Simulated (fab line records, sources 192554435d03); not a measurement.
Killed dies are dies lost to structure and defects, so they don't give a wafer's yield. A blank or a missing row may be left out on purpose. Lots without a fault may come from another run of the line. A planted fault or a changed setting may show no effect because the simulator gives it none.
fab line records | flow n5_finfet | part 2 of 2: steps 22 to 29 of 29
record lots=5 wafers=15 last_day=16
route steps=1938 shown TV_OPEN@1887 PAD_METAL@1893 PASSIVATION@1897
lots that met no fault: from a run of the same line without faults
start_h: hours from the record's first day to the start of the lot's first wafer shown | wait_h: hours since the lot's step before | " the same as in the row above | L1.1+2: a row that stands for several wafers | - no value, or no start given | * or withheld: withheld | < > ~ a bound
route shown NAME@n: a module of which the file shows steps, and the number in the route of the first | usual: mean/standard deviation of fault-free wafers | same: alike in all rows | chamber/n: place in a boat | sites: the reading at each site | _std_site: their standard deviation | _edge_site: outer sites' mean less inner sites' | radius_mm: how far each site lies from the wafer's centre | mask NAME#n: copy n | behind: the tool/chamber that last shaped the wafer | hold: why the lot was held/for how many hours/how that ended | device: the transistor (n, p or np) that didn't switch | end of line: the same wafers' tests at the end of the route | a step without rows: its recipe alone | killed: dies lost to structure and defects at the first sort, not the wafer's yield | map: a wafer's dies, x killed, . not, _ none there
set.NAME: the setting as run; set.NAME@STEP: as run at that earlier step | model.NAME: the simulator's own value behind a step, which no gauge read
lots at some steps of the route; a table a step, a row a wafer
services: from which hour (start_h, from the record's first day; less than 0 if before it) a tool's chamber was out of use, for how many hours, and why
## steps
# step N5_PASSIVATION_DESCUM_32
# recipe chemistry=O2 time_s=7.9 source_power_w=50 bias_power_w=20 pressure_mtorr=20 rf_frequency_hz=2.712e+07 temp_c=40 o2_flow_sccm=225
# usual drypump_motor_current_A=5.7/0.34 oes_product_au=0.79/0.083 rf_vpp_V=243.2/1.4 showerhead_plenum_p_Torr=2.09/0.065 throttle_valve_pct=20.46/0.21
# columns lot.wafer tool chamber start_h wait_h drypump_motor_current_A oes_product_au rf_hours_counter_h rf_vpp_V showerhead_plenum_p_Torr throttle_valve_pct
L076.1 rie_diel-06 0 283.13 0.1 6.1 0.70 222 240.5 2.00 20.97
L076.3 " 3 " " 6.0 0.73 147 243.4 2.08 20.31
L076.4 " 1 " " 5.7 0.91 28 245.7 2.21 20.34
L077.3 rie_diel-01 3 287.90 0.1 5.4 0.80 118 242.9 2.12 20.73
L077.5 " 3 " " 5.4 0.79 - 243.8 2.12 20.72
L077.6 " 2 " " 5.3 0.85 - 243.8 2.12 20.39
L079.1 rie_diel-06 3 295.85 0.0 6.0 0.73 153 241.7 2.08 20.32
L079.2 " 0 " " 6.1 0.70 228 239.6 2.00 20.98
L079.5 " 2 " " 5.3 0.85 - 242.9 2.11 20.25
L084.1 rie_diel-04 2 326.34 0.0 5.5 0.69 225 241.7 2.09 20.79
L084.2 " 0 " " 5.9 0.70 197 241.9 2.01 20.40
L084.6 " 2 " " 5.6 0.68 - 242.6 2.09 20.79
L095.1 rie_diel-01 2 385.64 0.0 5.3 0.81 79 243.5 2.10 20.44
L095.3 " 3 " " 5.4 0.75 154 243.5 2.11 20.78
L095.4 " 1 " " 5.4 0.92 14 242.6 2.04 20.36
# step N5_PASSIVATION_AL_ETCH_33
# recipe chemistry=Cl2/BCl3 target_depth_a=28000 over_etch_frac=0.15 Cl2_flow_sccm=180 bcl3_flow_sccm=60 target=Al stop_on=TaN time_s=466.7 ion_energy_ev=100 pressure_mtorr=10 icp_w=900 bias_w=100
# usual drypump_motor_current_A=5.71/0.2 oes_product_au=0.67/0.055 throttle_valve_pct=34.24/0.21
# columns lot.wafer tool chamber start_h wait_h drypump_motor_current_A oes_product_au rf_hours_counter_h throttle_valve_pct
L076.1 rie_metal-03 0 283.22 0.1 6.03 0.74 26 34.21
L076.3 " 1 " " 5.43 0.74 - 34.21
L076.4 " 0 " " 6.02 0.75 - 34.16
L077.3 rie_metal-01 1 288.12 0.2 5.64 0.63 - 34.23
L077.5 " 1 " " 5.65 0.62 - 34.23
L077.6 " 0 " " 5.53 0.62 - 33.82
L079.1 rie_metal-01 0 295.94 0.1 5.54 0.62 73 33.79
L079.2 " 1 " " 5.64 0.63 75 34.22
L079.5 " 1 " " 5.65 0.62 - 34.21
L084.1 rie_metal-02 0 326.42 0.1 5.81 0.72 38 34.45
L084.2 " 1 " " 5.85 0.63 83 34.38
L084.6 " 1 " " 5.85 0.62 - 34.41
L095.1 rie_metal-01 1 385.72 0.1 5.68 0.61 85 34.25
L095.3 " 1 " " 5.66 0.61 - 34.23
L095.4 " 0 " " 5.54 0.61 - 33.82
# step N5_PASSIVATION_ETCH_59
# recipe chemistry=Cl2/BCl3 target=TaN target_depth_a=650 time_s=34.9 ion_energy_ev=100 pressure_mtorr=10 icp_w=900 bias_w=100 Cl2_flow_sccm=60 bcl3_flow_sccm=30
# usual drypump_motor_current_A=5.71/0.2 oes_product_au=0.74/0.063 throttle_valve_pct=21.06/0.17
# columns lot.wafer tool chamber start_h wait_h drypump_motor_current_A oes_product_au rf_hours_counter_h throttle_valve_pct
L076.1 rie_metal-03 0 283.62 0.3 5.96 0.84 26 21.05
L076.3 " 1 " " 5.39 0.80 - 20.99
L076.4 " 0 " " 6.00 0.84 - 21.04
L077.3 rie_metal-01 1 288.42 0.2 5.63 0.71 - 21.03
L077.5 " 1 " " 5.65 0.70 - 21.00
L077.6 " 0 " " 5.55 0.70 - 20.74
L079.1 rie_metal-01 0 296.34 0.3 5.54 0.69 73 20.73
L079.2 " 1 " " 5.63 0.69 76 21.01
L079.5 " 1 " " 5.63 0.69 - 21.03
L084.1 rie_metal-02 0 326.82 0.3 5.81 0.79 38 21.24
L084.2 " 1 " " 5.82 0.68 83 21.23
L084.6 " 1 " " 5.82 0.68 - 21.24
L095.1 rie_metal-01 1 386.12 0.3 5.64 0.67 85 21.05
L095.3 " 1 " " 5.61 0.67 - 21.04
L095.4 " 0 " " 5.54 0.67 - 20.76
# step N5_PASSIVATION_STRIP_34
# recipe chemistry=O2 power_w=600 temp_c=60 pressure_mtorr=30 rf_frequency_hz=6e+07 bias_power_w=0 overash_fraction=2 o2_flow_sccm=225
# usual drypump_motor_current_A=5.73/0.3 oes_product_au=0.78/0.09 rf_vpp_V=3.5/1.5 showerhead_plenum_p_Torr=2.09/0.072 throttle_valve_pct=16.72/0.21
# columns lot.wafer tool chamber start_h wait_h drypump_motor_current_A oes_product_au rf_hours_counter_h rf_vpp_V showerhead_plenum_p_Torr throttle_valve_pct
L076.1 rie_diel-06 1 283.74 0.1 5.72 0.93 28 2.2 2.22 16.59
L076.3 " 3 " " 5.99 0.74 147 3.4 2.09 16.68
L076.4 " 0 " " 6.02 0.71 222 2.3 2.00 17.20
L077.3 rie_diel-01 2 288.51 0.1 5.32 0.88 47 4.7 2.12 16.63
L077.5 " 2 " " 5.31 0.85 - 6.3 2.12 16.58
L077.6 " 1 " " 5.39 0.69 - 5.2 2.06 16.94
L079.1 rie_diel-06 1 296.45 0.1 5.70 0.90 34 5.4 2.22 16.57
L079.2 " 2 " " 5.31 0.83 88 3.7 2.11 16.50
L079.5 " 2 " " 5.32 0.86 - 5.1 2.11 16.54
L084.1 rie_diel-04 0 327.05 0.2 5.89 0.70 197 0.3 2.02 16.60
L084.2 " 3 " " 6.13 0.69 212 1.4 2.00 16.63
L084.6 " 2 " " 5.55 0.69 - 1.6 2.09 16.99
L095.1 rie_diel-04 1 386.24 0.1 5.56 0.86 36 4.5 2.13 16.71
L095.3 " 2 " " 5.54 0.66 248 4.8 2.08 17.08
L095.4 " 3 " " 6.13 0.68 235 4.6 1.99 16.62
# step N5_PASSIVATION_STRIP_51
# recipe chemistry=post_etch_residue_remover time_s=1200 temp_c=72.5
# columns lot.wafer tool chamber start_h wait_h
L076.1+3+4 wet_bench-06 7,0,3 283.80 -
L077.3+5+6 wet_bench-02 0,7,2 288.58 -
L079.1+2+5 wet_bench-02 6,0,5 296.52 -
L084.1+2+6 wet_bench-02 5,1,7 327.12 -
L095.1+3+4 wet_bench-06 2,5,6 386.31 -
# step N5_PASSIVATION_CLEAN_69
# recipe chemistry=IPA time_s=180 temp_c=25
# columns lot.wafer tool chamber start_h wait_h
L076.1+3+4 wet_bench-06 7,0,3 284.14 0.0
L077.3+5+6 wet_bench-02 0,7,2 288.91 0.0
L079.1+2+5 wet_bench-02 6,0,5 296.85 0.0
L084.1+2+6 wet_bench-02 5,1,7 327.45 0.0
L095.1+3+4 wet_bench-06 2,5,6 386.68 0.0
# step N5_PASSIVATION_SRD_70
# recipe dry=ipa_marangoni time_s=30 temp_c=23 rinse_liquid=diw
# columns lot.wafer tool chamber start_h wait_h
L076.1+3+4 wet_bench-06 7,0,3 284.19 0.0
L077.3+5+6 wet_bench-02 0,7,2 288.96 0.0
L079.1+2+5 wet_bench-02 6,0,5 296.91 0.0
L084.1+2+6 wet_bench-02 5,1,7 327.51 0.0
L095.1+3+4 wet_bench-06 2,5,6 386.74 0.0
# step N5_PASSIVATION_PECVD_53
# recipe material=SiO2 target_thk_a=8000 temp_c=400 precursor=TEOS/O2 pressure_torr=6.5 rf_w=withheld teos_flow_sccm=withheld gas=O2 flow_sccm=2650 time_s=169.4
# usual chamber_pressure_Torr=6.500/0.014
# columns lot.wafer tool chamber start_h wait_h chamber_pressure_Torr
L076.1 pecvd-04 1 284.24 0.0 6.479
L076.3 " 2 " " 6.493
L076.4 " 1 " " 6.483
L077.3 pecvd-03 2 289.01 0.0 6.508
L077.5 " 0 " " 6.500
L077.6 " 1 " " 6.496
L079.1 pecvd-04 1 296.95 0.0 6.507
L079.2 " 2 " " 6.518
L079.5 " 1 " " 6.488
L084.1 pecvd-04 1 327.56 0.0 6.475
L084.2 " 0 " " 6.508
L084.6 " 2 " " 6.500
L095.1 pecvd-04 2 386.78 0.0 6.527
L095.3 " 0 " " 6.487
L095.4 " 2 " " 6.516
## services
# columns tool chamber start_h hours kind
rie_metal-01 0 257.98 2.9 repair
krf_scanner-01 - 276.56 1.0 pm
krf_scanner-02 - 287.36 1.0 pm
krf_scanner-01 - 296.49 0.8 pm
pecvd-04 1 299.41 5.5 scheduled_down
rie_metal-02 - 302.98 1.2 repair
rie_diel-05 - 307.04 2.8 pm
rie_diel-02 2 307.05 32.1 repair
rie_diel-04 1 315.54 14.6 repair
rie_metal-01 0 321.92 5.9 repair
rie_diel-01 1 330.89 - clean
pecvd-04 0 332.70 8.3 repair
pecvd-04 2 343.72 2.1 scheduled_down
rie_diel-01 - 345.81 4.3 pm
pecvd-04 - 346.23 6.0 pm
pecvd-03 - 351.72 0.6 repair
rie_diel-06 0 361.45 - clean
rie_diel-06 0 361.45 - consumable_replace:focus_ring
rie_diel-06 0 361.45 - consumable_replace:showerhead
rie_diel-06 0 361.45 20.9 scheduled_down
rie_diel-06 0 361.45 20.9 vent_cycle
pvd_sputter-01 - 367.36 0.5 repair
rie_diel-02 3 370.40 10.1 repair
krf_scanner-02 - 384.49 0.8 pm
